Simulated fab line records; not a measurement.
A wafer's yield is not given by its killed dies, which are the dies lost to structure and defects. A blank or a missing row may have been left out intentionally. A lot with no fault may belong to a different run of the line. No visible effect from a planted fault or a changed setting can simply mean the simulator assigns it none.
Split-lot experiment | flow n5_finfet | 39 wafers read across 7 lots, on a route 1938 steps long

ABOUT THE SPLIT
At N5_MOL_CONTACT_COAG_CONTACT_ETCH_14 (etches SiO2 in C4F6/O2, target depth 27.5 nm, overetch 8.5 nm, time 20 s), the setting source_w was moved away from the recipe's 370 W on 12 of the 39 wafers read, by -16.7% to +13.3%. The other wafers ran this setting at the recipe's value.

Reading taken at the split's own step.

THE READING
rf_vpp_V, in V, at N5_MOL_CONTACT_COAG_CONTACT_ETCH_14 (etches SiO2 in C4F6/O2, target depth 27.5 nm, overetch 8.5 nm, time 20 s). On this fab line, fault-free wafers typically give 693 V with a standard deviation of 3.5 V.

wafer  | tool, chamber at the split | source_w as run, W | against the recipe | rf_vpp_V, V | against lot-mates on the recipe
L076.1 | rie_diel-03, 0             | 370                | recipe             | 697         | -
L076.3 | rie_diel-03, 3             | 370                | recipe             | 694         | -
L076.5 | rie_diel-03, 3             | 370                | recipe             | 694         | -
L085.1 | rie_diel-03, 2             | 370                | recipe             | 687         | -
L085.2 | rie_diel-03, 3             | 370                | recipe             | 694         | -
L085.3 | rie_diel-03, 0             | 370                | recipe             | 697         | -
L085.4 | rie_diel-03, 1             | 419.2              | +13.3%             | 659         | -34
L085.5 | rie_diel-03, 1             | 419.2              | +13.3%             | 659         | -34
L085.6 | rie_diel-03, 0             | 419.2              | +13.3%             | 668         | -25
L087.1 | rie_diel-05, 3             | 370                | recipe             | 689         | -
L087.2 | rie_diel-05, 2             | 370                | recipe             | 692         | -
L087.3 | rie_diel-05, 0             | 370                | recipe             | 693         | -
L087.4 | rie_diel-05, 1             | 370                | recipe             | 694         | -
L087.5 | rie_diel-05, 2             | 370                | recipe             | 692         | -
L087.6 | rie_diel-05, 3             | 370                | recipe             | 693         | -
L090.1 | rie_diel-01, 1             | 370                | recipe             | 698         | -
L090.2 | rie_diel-01, 3             | 370                | recipe             | 698         | -
L090.3 | rie_diel-01, 2             | 370                | recipe             | 695         | -
L090.4 | rie_diel-01, 0             | 370                | recipe             | 694         | -
L090.5 | rie_diel-01, 0             | 370                | recipe             | 694         | -
L090.6 | rie_diel-01, 1             | 370                | recipe             | 698         | -
L092.1 | rie_diel-03, 2             | 370                | recipe             | 688         | -
L092.2 | rie_diel-03, 1             | 370                | recipe             | 687         | -
L092.3 | rie_diel-03, 0             | 308.3              | -16.7%             | 734         | +44
L092.4 | rie_diel-03, 3             | 370                | recipe             | 694         | -
L092.5 | rie_diel-03, 1             | 308.3              | -16.7%             | 724         | +34
L092.6 | rie_diel-03, 0             | 308.3              | -16.7%             | 733         | +43
L094.1 | rie_diel-01, 3             | 405                | +9.5%              | 676         | -19
L094.2 | rie_diel-01, 2             | 370                | recipe             | 694         | -
L094.3 | rie_diel-01, 1             | 370                | recipe             | 698         | -
L094.4 | rie_diel-01, 0             | 405                | +9.5%              | 664         | -31
L094.5 | rie_diel-01, 0             | 370                | recipe             | 693         | -
L094.6 | rie_diel-01, 3             | 405                | +9.5%              | 677         | -18
L095.1 | rie_diel-05, 0             | 347                | -6.2%              | 708         | +16
L095.2 | rie_diel-05, 2             | 370                | recipe             | 691         | -
L095.3 | rie_diel-05, 3             | 370                | recipe             | 690         | -
L095.4 | rie_diel-05, 1             | 370                | recipe             | 694         | -
L095.5 | rie_diel-05, 1             | 347                | -6.2%              | 712         | +20
L095.6 | rie_diel-05, 2             | 347                | -6.2%              | 694         | +2

FIT RESULTS
A straight line over all 39 wafers: rf_vpp_V changes by -2.23 V for each +1% of source_w; r = -0.96; the points scatter about the line by 4.3 V.
The same after taking each lot's own level away (the mean of its wafers on the recipe; 39 wafers): -2.37 V for each +1%; r = -0.97; scatter 3.9 V.
That fit puts the effect of the largest move of source_w on the reading at 40 V.
Measured against the standard deviation above, the lots' own levels, which go from 689.7 to 696.2 V, span 1.9 times it.
The two slopes agree, so the slope changes little with the lot-to-lot level.
Check: with one of the wafers moved furthest among these (-16.7%) left out of the fit, the line predicts +38.4 V for it against its lot-mates. Against them it came out at +44.3 V.
Tool readings at the split's step, against how far the setting was moved: rf_vpp_V r = -0.96.

THE OTHER SPLITS THESE WAFERS WENT THROUGH
Note: prior to the reading, these wafers also went through further splits. Each is held against what the fit with the lots' levels taken away leaves over:
other split on the same wafers    | wafers away from the commonest value | r with rf_vpp_V (lot level and that fit taken away)
N5_WELL_APT_IMPLANT_15 energy_kev | 18                                   | -0.01
N5_GATE_CUT_ETCH_58 time_s        | 18                                   | -0.14
N5_GATE_CUT_ETCH_37 bias_w        | 12                                   | -0.17

THE FILE'S OWN FIT
rf_vpp_V changes by -2.38 V for each +1% of source_w, r = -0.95.
